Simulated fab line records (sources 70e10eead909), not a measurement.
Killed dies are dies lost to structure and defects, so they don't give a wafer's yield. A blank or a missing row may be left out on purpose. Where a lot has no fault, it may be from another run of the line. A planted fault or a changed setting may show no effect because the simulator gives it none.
fab line records	flow nandHarc
record lots=6	wafers=18	lastDay=32
route steps=1302 shown A_CHANNEL_FILL_D1@513 A_DECK1_JOINT@518 A_ONON_D2@545 END@1302
lots that met no fault: taken from a fault-free run of the same line
startH: the number of hours between the record's first day and the start of the first shown wafer of the lot	waitH: hours since the lot's step before	" as in the row above	L1.1+2: a single row standing in for several wafers	- no value, or no start was given	* or withheld: withheld	< > ~ a bound
route shown NAME@n: names a module that has steps shown in the file, with the first one's number in the route	usual: mean/standard deviation taken from wafers without a fault	same: alike in all rows	chamber/n: place in a boat	sites: each site's reading	_std_site: the standard deviation of these	_edge_site: outer sites' mean less inner sites'	radiusMm: for every site, how far away it sits from the centre of the wafer	mask NAME#n: copy n	behind: tool/chamber where the wafer was last shaped	hold: cause of the lot's hold/its duration in hours/its outcome	device: whichever transistor did not switch (one of n, p or np)	end of line: at the end of the route, the tests of the same wafers	step lacking rows: just its recipe	killed: dies that structure and defects cost at the first sort, which is not the same as the wafer's yield	map: shows each die of a wafer: x if killed, . if not, _ if none is there
set.NAME: the setting as run; set.NAME@STEP: as run at that earlier step	model.NAME: the simulator's own value behind a step, which no gauge read
lots at some steps of the route; a table a step, a row a wafer
services: when a tool's chamber went out of use (startH, in hours from the record's first day, below 0 if earlier), for how many hours, and the reason
## steps
# step NHARC_A_CHANNEL_FILL_D1_CMP_10
# recipe targetThkNm=150
# usual motorCurrentA=11.8/1.5	slurryFlowMlMin=150.0/0.47	timeToEndpointS=16.4/2.1
lot.wafer	tool	chamber	startH	waitH	motorCurrentA	slurryFlowMlMin	timeToEndpointS
L257.4	cmp-04	3	297.79	0.4	13.9	149.0	14.5
L257.1	"	0	"	"	10.8	150.2	18.1
L257.2	"	1	"	"	11.1	150.5	17.8
L260.1	cmp-02	1	317.28	0.4	10.2	150.2	16.7
L260.3	"	2	"	"	13.9	150.4	12.7
L260.5	"	0	"	"	10.6	150.0	15.5
L268.4	cmp-01	1	407.39	0.4	12.0	150.9	16.5
L268.1	"	2	"	"	12.1	149.5	15.5
L268.5	"	1	"	"	12.1	151.1	17.4
L270.2	cmp-02	0	426.60	0.4	11.1	150.4	15.9
L270.1	"	1	"	"	10.0	149.9	14.7
L270.6	"	3	"	"	13.5	149.7	16.4
L271.4	cmp-02	0	439.56	0.4	10.9	150.7	17.3
L271.3	"	1	"	"	10.1	150.4	17.1
L271.6	"	1	"	"	10.0	150.6	15.6
L272.4	cmp-04	2	446.77	0.4	9.4	149.6	17.6
L272.1	"	3	"	"	13.6	150.2	14.6
L272.6	"	0	"	"	10.9	149.2	16.0
# step NHARC_A_CHANNEL_FILL_D1_SRD_12
# step NHARC_A_CHANNEL_FILL_D1_INSPECT_13
# usual rawDefectCount=343/110
lot.wafer	tool	chamber	startH	waitH	rawDefectCount
L257.1	defectInspect-02	-	298.20	0.0	222
L257.2	"	-	"	"	400
L257.4	"	-	"	"	214
L260.1	defectInspect-02	-	317.64	0.0	404
L260.3	"	-	"	"	297
L260.5	"	-	"	"	473
L268.1	defectInspect-02	-	407.80	0.0	557
L268.4	"	-	"	"	233
L268.5	"	-	"	"	481
L270.1	defectInspect-01	-	426.96	0.0	585
L270.2	"	-	"	"	449
L270.6	"	-	"	"	227
L271.3	defectInspect-01	-	439.97	0.0	307
L271.4	"	-	"	"	409
L271.6	"	-	"	"	333
L272.1	defectInspect-01	-	447.13	0.0	462
L272.4	"	-	"	"	426
L272.6	"	-	"	"	336
# step NHARC_A_DECK1_JOINT_ETCHBACK_07
# recipe targetDepthA=1050	timeS=26.9	hbrFlowSccm=150	rfW=350	icpW=350	biasW=60	chemistry=HBr
# usual drypumpMotorCurrentA=5.8/0.47	oesProductAu=0.998/0.0098	throttleValvePct=23.266/0.0085
# same timeS=26.9
lot.wafer	tool	chamber	startH	waitH	drypumpMotorCurrentA	oesProductAu	rfHoursCounterH	throttleValvePct
L257.4	rieSi-05	3	298.26	0.1	6.1	0.999	0.9	23.253
L257.1	"	0	"	"	6.7	0.993	0.8	23.256
L257.2	"	1	"	"	5.5	0.995	1.1	23.258
L260.1	rieSi-05	3	317.70	0.1	6.2	1.005	0	23.271
L260.3	"	2	"	"	5.3	1.013	0	23.259
L260.5	"	3	"	"	6.2	0.995	-	23.258
L268.4	rieSi-03	0	407.86	0.1	5.8	0.998	0	23.273
L268.1	"	1	"	"	5.4	1.015	0	23.258
L268.5	"	1	"	"	5.4	0.996	-	23.261
L270.2	rieSi-03	0	427.03	0.1	5.8	1.006	0.2	23.271
L270.1	"	1	"	"	5.4	0.997	0.2	23.274
L270.6	"	1	"	"	5.4	0.988	-	23.269
L271.3	rieSi-05	2	440.03	0.1	5.2	1.004	0.7	23.265
L271.4	"	1	"	"	5.5	1.001	0.6	23.268
L271.6	"	2	"	"	5.2	1.019	-	23.277
L272.1	rieSi-05	0	447.19	0.1	6.7	1.012	0.8	23.275
L272.4	"	1	"	"	5.5	1.007	0.6	23.262
L272.6	"	0	"	"	6.8	1.001	-	23.274
# step NHARC_A_DECK1_JOINT_ETCH_25
# recipe targetDepthA=5	chemistry=dHF	material=SiO2
# step NHARC_A_DECK1_JOINT_ETCH_19
# recipe tempC=25	targetDepthA=30	chemistry=TMAH	material=poly-Si
# step NHARC_A_DECK1_JOINT_ETCH_18
# recipe targetDepthA=30	chemistry=dHF	material=SiO2
# step NHARC_A_DECK1_JOINT_WET_08
# recipe tempC=160	timeS=86	chemistry=H3PO4
# step NHARC_A_DECK1_JOINT_ETCH_09
# recipe targetDepthA=50	chemistry=dHF	material=SiO2
# step NHARC_A_DECK1_JOINT_WET_10
# recipe tempC=160	timeS=86	chemistry=H3PO4
# step NHARC_A_DECK1_JOINT_ETCH_11
# recipe targetDepthA=350	chemistry=dHF	material=SiO2
lot.wafer	tool	chamber	startH	waitH
L257.2+1+4	wetBench-06	3,5,6	303.03	0.0
L260.1+3+5	wetBench-04	0,4,5	322.48	0.0
L268.4+5+1	wetBench-06	3,4,6	412.71	0.1
L270.1+6+2	wetBench-06	6,7,0	431.87	0.1
L271.6+3+4	wetBench-04	0,1,3	444.83	0.0
L272.6+4+1	wetBench-07	3,6,0	451.97	0.0
# step NHARC_A_DECK1_JOINT_CVD_12
# recipe targetThkA=900	tempC=620	pressureMtorr=200	timeS=1800	material=poly-Si
# step NHARC_A_DECK1_JOINT_CMP_13
# recipe targetThkNm=51.023
# step NHARC_A_DECK1_JOINT_THK_MEAS_14
# recipe thkMeasGauge=ellipsometry
# usual thkNm=51.6/1.6
lot.wafer	tool	chamber	startH	waitH	thkNm
L257.1	filmMetro-02	-	308.78	0.2	50.8
L257.2	"	-	"	"	52.6
L257.4	"	-	"	"	50.4
L260.1	filmMetro-02	-	328.06	0.2	51.9
L260.3	"	-	"	"	53.0
L260.5	"	-	"	"	53.4
L268.1	filmMetro-01	-	418.43	0.2	51.6
L268.4	"	-	"	"	52.1
L268.5	"	-	"	"	51.7
L270.1	filmMetro-01	-	437.57	0.2	52.9
L270.2	"	-	"	"	50.3
L270.6	"	-	"	"	49.0
L271.3	filmMetro-02	-	450.59	0.2	55.4
L271.4	"	-	"	"	51.6
L271.6	"	-	"	"	52.6
L272.1	filmMetro-01	-	457.73	0.2	52.8
L272.4	"	-	"	"	50.4
L272.6	"	-	"	"	50.7
# step NHARC_A_DECK1_JOINT_SRD_04
# step NHARC_A_DECK1_JOINT_ETCHBACK_00
# recipe targetDepthA=300	timeS=17.4	hbrFlowSccm=150	rfW=350	icpW=350	biasW=60	chemistry=HBr
# usual drypumpMotorCurrentA=5.8/0.48	oesProductAu=0.998/0.0092	throttleValvePct=23.266/0.0096
# same timeS=17.4
lot.wafer	tool	chamber	startH	waitH	drypumpMotorCurrentA	oesProductAu	rfHoursCounterH	throttleValvePct
L257.2	rieSi-06	2	308.91	0.1	5.5	0.981	0.4	23.254
L257.1	"	0	"	"	5.9	0.998	0.3	23.263
L257.4	"	1	"	"	6.3	0.984	0.4	23.285
L260.1	rieSi-03	0	328.21	0.1	5.8	1.000	0.7	23.288
L260.3	"	1	"	"	5.4	0.994	0.6	23.261
L260.5	"	2	"	"	5.5	1.005	-	23.283
L268.1	rieSi-06	3	418.56	0.1	5.5	0.998	1.1	23.269
L268.4	"	2	"	"	5.5	0.982	1.3	23.270
L268.5	"	0	"	"	5.9	1.006	-	23.267
L270.2	rieSi-05	0	437.71	0.1	6.8	1.000	0.7	23.261
L270.1	"	1	"	"	5.5	0.996	0.6	23.252
L270.6	"	3	"	"	6.2	1.002	-	23.264
L271.4	rieSi-03	0	450.72	0.1	5.8	0.987	0.3	23.268
L271.3	"	3	"	"	5.5	0.987	0.2	23.261
L271.6	"	0	"	"	5.8	0.998	-	23.278
L272.4	rieSi-06	3	457.86	0.1	5.5	1.001	0.2	23.249
L272.1	"	1	"	"	6.3	0.997	0.1	23.265
L272.6	"	3	"	"	5.5	1.008	-	23.258
# step NHARC_A_DECK1_JOINT_PRECLEAN_30
# recipe timeS=*	tempC=50	bathAgeMin=0	chemistry=SC1
# step NHARC_A_DECK1_JOINT_SRD_31
# step NHARC_A_DECK1_JOINT_CVD_34
# recipe targetThkA=200	tempC=700	pressureMtorr=300	material=SiNx
# step NHARC_A_DECK1_JOINT_DEP_06
# recipe targetThkA=800	tempC=65	material=SiOx
# step NHARC_A_DECK1_JOINT_CURE_26
# recipe tempC=150	timeS=32	pressureAtm=0.395
# step NHARC_A_DECK1_JOINT_ANNEAL_27
# recipe tempC=400	timeS=3600	idleTempC=300	rampUpCPerMin=10	densificationPH2oTorr=640
# step NHARC_A_DECK1_JOINT_ANNEAL_28
# recipe tempC=500	timeS=1800	idleTempC=400	rampUpCPerMin=10	densificationPH2oTorr=640
# step NHARC_A_DECK1_JOINT_ANNEAL_29
# recipe tempC=750	timeS=1800	idleTempC=500	rampUpCPerMin=10	rampDownCPerMin=3
# step NHARC_A_DECK1_JOINT_CMP_02
# recipe material=SiOx
# usual motorCurrentA=11.6/1.1	slurryFlowMlMin=149.9/0.45
lot.wafer	tool	chamber	startH	waitH	motorCurrentA	slurryFlowMlMin
L257.2	cmp-01	0	331.24	0.4	10.4	149.3
L257.1	"	1	"	"	12.3	150.2
L257.4	"	2	"	"	12.7	150.3
L260.1	cmp-04	2	350.11	0.4	9.9	148.4
L260.3	"	3	"	"	13.7	149.6
L260.5	"	1	"	"	11.2	149.8
L268.4	cmp-04	1	441.64	0.4	11.0	149.5
L268.1	"	3	"	"	13.3	150.0
L268.5	"	2	"	"	10.2	150.0
L270.2	cmp-04	3	463.12	0.4	13.4	150.3
L270.1	"	1	"	"	10.6	150.1
L270.6	"	3	"	"	13.7	149.6
L271.4	cmp-04	0	476.30	0.4	10.9	149.8
L271.3	"	3	"	"	13.8	150.6
L271.6	"	0	"	"	10.7	150.4
L272.1	cmp-01	0	486.30	0.4	10.6	149.1
L272.4	"	1	"	"	12.2	149.8
L272.6	"	3	"	"	11.3	149.0
# step NHARC_A_DECK1_JOINT_SRD_15
# step NHARC_A_DECK1_JOINT_DEP_16
# recipe targetThkA=450	tempC=400	pressureTorr=6.5	rfW=900	teosFlowSccm=161.4	flowSccm=2650	targetThkNm=45	gas=O2	material=SiO2
# usual heaterPowerW=530/68	throttleValvePct=16.2/0.58
lot.wafer	tool	chamber	startH	waitH	heaterPowerW	throttleValvePct
L257.2	pecvd-02	1	331.63	0.1	525	16.1
L257.1	"	2	"	"	582	15.4
L257.4	"	0	"	"	492	16.7
L260.3	pecvd-04	2	350.45	0.1	526	15.1
L260.1	"	1	"	"	636	15.3
L260.5	"	2	"	"	516	15.0
L268.1	pecvd-04	0	442.06	0.1	501	16.6
L268.4	"	2	"	"	543	15.2
L268.5	"	0	"	"	498	16.7
L270.1	pecvd-01	2	463.53	0.1	440	16.5
L270.2	"	0	"	"	588	16.7
L270.6	"	2	"	"	435	16.3
L271.3	pecvd-01	0	476.69	0.1	525	16.9
L271.4	"	0	"	"	541	16.9
L271.6	"	1	"	"	561	16.4
L272.1	pecvd-01	0	486.67	0.1	587	16.9
L272.6	"	1	"	"	625	16.6
L272.4	"	2	"	"	511	16.4
# step NHARC_A_DECK1_JOINT_THK_MEAS_17
# recipe thkMeasGauge=ellipsometry
# usual thkNm=45.2/1.3
lot.wafer	tool	chamber	startH	waitH	thkNm
L257.1	filmMetro-01	-	331.89	0.2	48.1
L257.2	"	-	"	"	44.4
L257.4	"	-	"	"	46.9
L260.1	filmMetro-01	-	350.73	0.2	42.9
L260.3	"	-	"	"	43.6
L260.5	"	-	"	"	43.9
L268.1	filmMetro-02	-	442.31	0.2	44.4
L268.4	"	-	"	"	43.9
L268.5	"	-	"	"	44.1
L270.1	filmMetro-02	-	463.78	0.2	47.8
L270.2	"	-	"	"	44.5
L270.6	"	-	"	"	46.8
L271.3	filmMetro-02	-	476.98	0.3	44.4
L271.4	"	-	"	"	47.1
L271.6	"	-	"	"	46.5
L272.1	filmMetro-02	-	486.95	0.3	43.6
L272.4	"	-	"	"	45.5
L272.6	"	-	"	"	45.0
# step NHARC_A_ONON_D2_DEP_00
# recipe targetThkA=10000	n2FlowSccm=2750	n2oFlowSccm=2000	nh3FlowSccm=500	sih4FlowSccm=210	tempC=400
# step NHARC_A_ONON_D2_THK_MEAS_02
# recipe thkMeasGauge=ellipsometry
# usual thkNm=999/10
lot.wafer	tool	chamber	startH	waitH	thkNm
L257.1	filmMetro-01	-	332.50	-	1005
L257.2	"	-	"	"	1003
L257.4	"	-	"	"	1007
L260.1	filmMetro-01	-	351.34	-	1001
L260.3	"	-	"	"	1001
L260.5	"	-	"	"	1001
L268.1	filmMetro-01	-	442.92	-	993
L268.4	"	-	"	"	993
L268.5	"	-	"	"	993
L270.1	filmMetro-02	-	464.40	-	997
L270.2	"	-	"	"	996
L270.6	"	-	"	"	997
L271.3	filmMetro-02	-	477.59	-	991
L271.4	"	-	"	"	990
L271.6	"	-	"	"	993
L272.1	filmMetro-02	-	487.56	-	1004
L272.4	"	-	"	"	1005
L272.6	"	-	"	"	1005
# step NHARC_A_ONON_D2_DEP_03
# recipe targetThkA=10000	n2FlowSccm=2750	n2oFlowSccm=2000	nh3FlowSccm=500	sih4FlowSccm=210	tempC=400
# step NHARC_A_ONON_D2_THK_MEAS_05
# recipe thkMeasGauge=ellipsometry
# usual thkNm=998/12
lot.wafer	tool	chamber	startH	waitH	thkNm
L257.1	filmMetro-01	-	333.07	-	1026
L257.2	"	-	"	"	1026
L257.4	"	-	"	"	1027
L260.1	filmMetro-01	-	351.91	-	1001
L260.3	"	-	"	"	1001
L260.5	"	-	"	"	1001
L268.1	filmMetro-02	-	443.49	-	994
L268.4	"	-	"	"	995
L268.5	"	-	"	"	995
L270.1	filmMetro-02	-	464.96	-	987
L270.2	"	-	"	"	988
L270.6	"	-	"	"	987
L271.3	filmMetro-02	-	478.15	-	1001
L271.4	"	-	"	"	1000
L271.6	"	-	"	"	1001
L272.1	filmMetro-02	-	488.13	-	995
L272.4	"	-	"	"	996
L272.6	"	-	"	"	996
# step NHARC_A_ONON_D2_DEP_06
# recipe targetThkA=10000	n2FlowSccm=2750	n2oFlowSccm=2000	nh3FlowSccm=500	sih4FlowSccm=210	tempC=400
# step NHARC_A_ONON_D2_THK_MEAS_08
# recipe thkMeasGauge=ellipsometry
# usual thkNm=998/9
lot.wafer	tool	chamber	startH	waitH	thkNm
L257.1	filmMetro-01	-	333.64	-	979
L257.2	"	-	"	"	981
L257.4	"	-	"	"	979
L260.1	filmMetro-02	-	352.47	-	1008
L260.3	"	-	"	"	1008
L260.5	"	-	"	"	1006
L268.1	filmMetro-02	-	444.06	-	997
L268.4	"	-	"	"	999
L268.5	"	-	"	"	998
L270.1	filmMetro-01	-	465.53	-	1002
L270.2	"	-	"	"	1003
L270.6	"	-	"	"	1003
L271.3	filmMetro-02	-	478.72	-	1007
L271.4	"	-	"	"	1006
L271.6	"	-	"	"	1006
L272.1	filmMetro-02	-	488.70	-	994
L272.4	"	-	"	"	994
L272.6	"	-	"	"	994
# step NHARC_A_ONON_D2_DEP_09
# recipe targetThkA=10000	n2FlowSccm=2750	n2oFlowSccm=2000	nh3FlowSccm=500	sih4FlowSccm=210	tempC=400
# step NHARC_A_ONON_D2_THK_MEAS_11
# recipe thkMeasGauge=ellipsometry
# usual thkNm=1002/11
lot.wafer	tool	chamber	startH	waitH	thkNm
L257.1	filmMetro-01	-	334.21	-	995
L257.2	"	-	"	"	995
L257.4	"	-	"	"	996
L260.1	filmMetro-02	-	353.04	-	1008
L260.3	"	-	"	"	1006
L260.5	"	-	"	"	1009
L268.1	filmMetro-01	-	444.63	-	1011
L268.4	"	-	"	"	1011
L268.5	"	-	"	"	1012
L270.1	filmMetro-02	-	466.10	-	1020
L270.2	"	-	"	"	1019
L270.6	"	-	"	"	1020
L271.3	filmMetro-01	-	479.29	-	999
L271.4	"	-	"	"	1001
L271.6	"	-	"	"	1000
L272.1	filmMetro-02	-	489.27	-	1008
L272.4	"	-	"	"	1008
L272.6	"	-	"	"	1007
# step NHARC_A_ONON_D2_DEP_12
# recipe targetThkA=10000	n2FlowSccm=2750	n2oFlowSccm=2000	nh3FlowSccm=500	sih4FlowSccm=210	tempC=400
# step NHARC_A_ONON_D2_THK_MEAS_14
# recipe thkMeasGauge=ellipsometry
# usual thkNm=1000/11
lot.wafer	tool	chamber	startH	waitH	thkNm
L257.1	filmMetro-01	-	334.77	-	993
L257.2	"	-	"	"	995
L257.4	"	-	"	"	992
L260.1	filmMetro-02	-	353.61	-	976
L260.3	"	-	"	"	978
L260.5	"	-	"	"	977
L268.1	filmMetro-02	-	445.22	-	1004
L268.4	"	-	"	"	1005
L268.5	"	-	"	"	1005
L270.1	filmMetro-02	-	466.66	-	994
L270.2	"	-	"	"	993
L270.6	"	-	"	"	995
L271.3	filmMetro-01	-	479.85	-	998
L271.4	"	-	"	"	995
L271.6	"	-	"	"	996
L272.1	filmMetro-02	-	489.83	-	1011
L272.4	"	-	"	"	1011
L272.6	"	-	"	"	1012
# step NHARC_END_SORT_01
# recipe tempC=25
# usual killedAtArray=57/19	killedAtOther=0.9/1.1	killedAtPeriphery=4.0/2.6	killedDies=62/19	killedOpen=3.3/1.8	killedShort=2.4/1.7
# same grossDies=677
lot.wafer	tool	chamber	startH	waitH	killedAtArray	killedAtOther	killedAtPeriphery	killedDies	killedOpen	killedShort
L260.3	prober-02	0	636.83	3.1	76	0	6	82	4	3
L260.5	prober-02	0	638.44	3.7	68	0	2	70	3	5
L268.1	prober-02	0	718.63	2.5	153	0	3	156	1	0
L268.4	prober-02	0	721.06	3.4	105	0	4	109	4	0
L268.5	prober-02	0	721.87	3.7	138	0	2	140	3	3
L270.1	prober-01	0	750.48	2.5	178	0	8	186	5	3
L270.2	prober-01	0	751.27	2.8	165	1	5	171	2	1
L270.6	prober-01	0	754.44	4.0	133	0	3	136	3	2
# killed by level:class
L260.3 A_CHANNEL_HOLE_D1:chamberFilmFlake=31 A_SLIT:chamberFilmFlake=17 A_CHANNEL_HOLE_D2:chamberFilmFlake=15 P_ZERO_WELL:chamberFilmFlake=3 A_CONTACT:chamberFilmFlake=3 A_ZERO_WELL:chamberFilmFlake=2 A_DECK1_JOINT:chamberFilmFlake=2 P_GATE:geometricParticle:open=1
L260.5 A_CHANNEL_HOLE_D1:chamberFilmFlake=32 A_SLIT:chamberFilmFlake=14 A_ZERO_WELL:chamberFilmFlake=4 A_CHANNEL_HOLE_D2:chamberFilmFlake=4 A_CONTACT:chamberFilmFlake=3 A_WL_FILL:geometricParticle:short=2 A_CHANNEL_FILL_D1:chamberFilmFlake=2 A_STAIRCASE:chamberFilmFlake=2
L268.1 A_DECK1_JOINT:unspecified=102 A_CHANNEL_HOLE_D1:chamberFilmFlake=24 A_CHANNEL_HOLE_D2:chamberFilmFlake=16 A_SLIT:chamberFilmFlake=4 P_M2:chamberFilmFlake=2 A_STAIRCASE:chamberFilmFlake=2 A_CONTACT:chamberFilmFlake=2 A_M1:geometricParticle:open=1
L268.4 A_DECK1_JOINT:unspecified=52 A_CHANNEL_HOLE_D1:chamberFilmFlake=22 A_CHANNEL_HOLE_D2:chamberFilmFlake=15 A_SLIT:chamberFilmFlake=7 A_STAIRCASE:chamberFilmFlake=3 A_CONTACT:chamberFilmFlake=2 P_M0:geometricParticle:open=1 P_M1:geometricParticle:open=1
L268.5 A_DECK1_JOINT:unspecified=67 A_CHANNEL_HOLE_D1:chamberFilmFlake=36 A_CHANNEL_HOLE_D2:chamberFilmFlake=9 A_SLIT:chamberFilmFlake=8 A_CONTACT:chamberFilmFlake=7 A_DECK1_JOINT:chamberFilmFlake=3 A_STAIRCASE:chamberFilmFlake=3 P_GATE:geometricParticle:open=1
L270.1 A_DECK1_JOINT:unspecified=95 A_SLIT:chamberFilmFlake=34 A_CHANNEL_HOLE_D1:chamberFilmFlake=22 A_CHANNEL_HOLE_D2:chamberFilmFlake=12 A_CONTACT:chamberFilmFlake=5 P_CONTACT:geometricParticle:open=2 P_BONDPAD:chamberFilmFlake=2 P_CONTACT:geometricParticle:short=1
L270.2 A_DECK1_JOINT:unspecified=94 A_CHANNEL_HOLE_D1:chamberFilmFlake=24 A_CHANNEL_HOLE_D2:chamberFilmFlake=19 A_SLIT:chamberFilmFlake=14 A_WL_FILL:chamberFilmFlake=3 A_CONTACT:chamberFilmFlake=3 P_BONDPAD:chamberFilmFlake=2 A_STAIRCASE:chamberFilmFlake=2
L270.6 A_DECK1_JOINT:unspecified=52 A_CHANNEL_HOLE_D1:chamberFilmFlake=24 A_SLIT:chamberFilmFlake=21 A_CHANNEL_HOLE_D2:chamberFilmFlake=15 A_CONTACT:chamberFilmFlake=9 A_SGD_CUT:chamberFilmFlake=4 P_GATE:chamberFilmFlake=2 A_WL_FILL:chamberFilmFlake=2
# map L268.1 (x killed, . not)
____________.____________
_________......._________
_______..........._______
______.............______
_____..............._____
____.................____
____.................____
___.x........x........___
___....x........x.....___
__..............xxxx...__
__x.x..........xx.xx...__
_...x.........xxxxxxx..._
_...x.......x.xxxxxxx..._
_...x.x.....xxxxxxxxx..._
_.x.xxx....x.xxxxxxxx..._
_...xxxxx....xxxxxxxx..._
...xxxx.x...xxxxxxxxxxx..
....xxx..x.x.xxxxxxxx....
....xxxxx...x.xxxxxxx....
...x..xx.x...xxxxxxxx....
.....xxx..x..xxxxxxxx....
_....xx.......xxxxx....._
_.......x........x.x...._
_.................x.x..._
_...............x......._
_......................._
__.........x..........x__
__.......x....x....x...__
___...................___
___...................___
____..............x..____
____.....x...........____
_____..............._____
______...x.........______
_______..........._______
_________..x...._________
____________.____________
# map L270.1 (x killed, . not)
____________x____________
_________xxxxx.._________
_______..xxxxx...._______
______.....x.....x.______
_____........x......_____
____..x..............____
____.................____
___...............x...___
___............x......___
__..x.........x.xx..x..__
__.............xx.xx...__
_..x....x.....xxx.x....._
_.xxxx.......xxxxxxxx..._
_.xx.xxx....xxxxxxxx.x.._
_..xxxxxx...xxxxxxxx.x.._
_..xxxxxxx..x.xxxxxx...._
...xxxxxxx.x.xxxxxxxx....
..xxxxxxx....xxxxxxxx....
.xxxxxxxx....xxxxxxxxx.x.
..x.xx.xxx..x.xxxxxxxx...
.x..xx.xx.x..xxxxxxx.....
_....x....x..x..xxx....._
_.x......x...x.xx......._
_....x........x.x...x..._
_.x..............x......_
_x.........x............_
__.....................__
__.....................__
___......x............___
___...................___
____..............x..____
____..............x..____
_____..............._____
______.............______
_______..........._______
_________......._________
____________.____________
## services
tool	chamber	startH	hours	kind
cmp-01	-	283.67	4.0	pm
rieSi-06	2	293.81	8.8	repair
rieSi-05	2	300.31	1.1	repair
rieSi-06	3	303.07	1.3	repair
rieSi-05	-	305.00	9.0	pm
cmp-04	-	307.26	4.0	pm
pecvd-01	-	311.00	13.0	pm
cmp-02	-	332.09	4.0	pm
cmp-04	-	334.97	1.6	repair
rieSi-03	3	352.39	3.6	repair
pecvd-01	0	354.38	8.9	repair
wetBench-06	-	361.41	6.6	repair
cmp-02	-	364.58	5.2	repair
rieSi-06	3	365.28	3.0	repair
rieSi-03	1	365.32	20.0	repair
rieSi-03	3	379.81	5.6	repair
rieSi-03	-	398.00	9.0	pm
cmp-04	-	405.26	4.0	pm
cmp-04	-	419.22	2.1	repair
rieSi-03	0	436.39	4.1	repair
cmp-04	-	454.62	1.4	repair
rieSi-03	2	454.74	2.7	repair
rieSi-05	1	454.98	11.3	repair
rieSi-05	-	482.04	9.0	pm
## key
firstSign step=NHARC_END_SORT_01	reading=killedDies	direction=up	sigmas=4.7	usual=62	struck=150
effect step=NHARC_END_SORT_01	reading=killedAtArray	direction=up	sigmas=4.7	usual=57	struck=145
moreKillsBornAt NHARC_A_DECK1_JOINT_ETCH_11@wetBench-06=462
metAt NHARC_A_DECK1_JOINT_ETCH_11
struckWafers L268.1,L268.4,L268.5,L270.1,L270.2,L270.6
testerLeftOut L268,L270
onsetBetween 303.03 412.71
alsoFits NHARC_A_DECK1_JOINT_ETCHBACK_07:rieSi-03
fault kind=chamberParticleSource	tool=wetBench-06	chamber=-	onsetH=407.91	steps=NHARC_A_DECK1_JOINT_ETCH_11	ratePerVisitCm2=1.2953	endH=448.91
# testerLeftOut: of these lots the tester's yield and bins aren't shown, on N5 and GAA mostly nor the transistor test; their killed dies are dies lost to structure and defects alone, not to doping, threshold or leakage, so they don't give the yield
